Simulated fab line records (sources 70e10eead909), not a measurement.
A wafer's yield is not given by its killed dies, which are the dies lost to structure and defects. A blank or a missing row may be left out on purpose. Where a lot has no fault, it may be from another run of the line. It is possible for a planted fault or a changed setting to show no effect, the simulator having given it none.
Chamber matching ; flow nand-harc ; rie-diel-02 running NHARC_A_STAIRCASE_STRIP_476: 4 sister chambers
The step strips in O2, time 20 s. 8 wafers are shown with their chamber, then 7 later ones without.

== WAFERS, EACH WITH ITS CHAMBER ==
wafer;chamber;drypump-motor-current-A (A);showerhead-plenum-p-Torr (Torr)
L264.1;3;5.6;3.63
L264.3;2;5.5;3.54
L263.6;1;5.1;3.52
L267.2;0;6.7;3.61
L267.5;0;6.7;3.61
L267.6;1;5.0;3.51
L274.2;2;5.5;3.52
L274.3;3;5.5;3.61

== WAFERS WITH NO CHAMBER GIVEN ==
wafer;drypump-motor-current-A (A);showerhead-plenum-p-Torr (Torr)
L274.4;6.7;3.60
L277.1;5.1;3.50
L277.4;6.6;3.60
L277.5;5.5;3.51
L278.1;5.6;3.60
L278.3;5.1;3.49
L278.5;5.1;3.49

== EACH ONE'S CHAMBER ==
wafer;from the rows above;in truth
L274.4;0;0
L277.1;1;1
L277.4;0;0
L277.5;2;2
L278.1;3;3
L278.3;1;1
L278.5;1;1
Placed correctly: 7 of 7. Number that these rows cannot place: 0. Wrongly placed: 0.
How it was worked out, from the rows above alone: a wafer's distance from a chamber is the root of the sum, over the readings, of the square of ((its reading less the chamber's mean) divided by the reading's scatter). The wafer belongs to the nearest chamber; if the next one is less than 2 further off, it can't be placed. A chamber's mean is the mean of its shown wafers. The scatter is the square root of a quotient: the sum, over the shown wafers, of each reading's squared deviation from its chamber's mean, divided by wafers minus chambers.
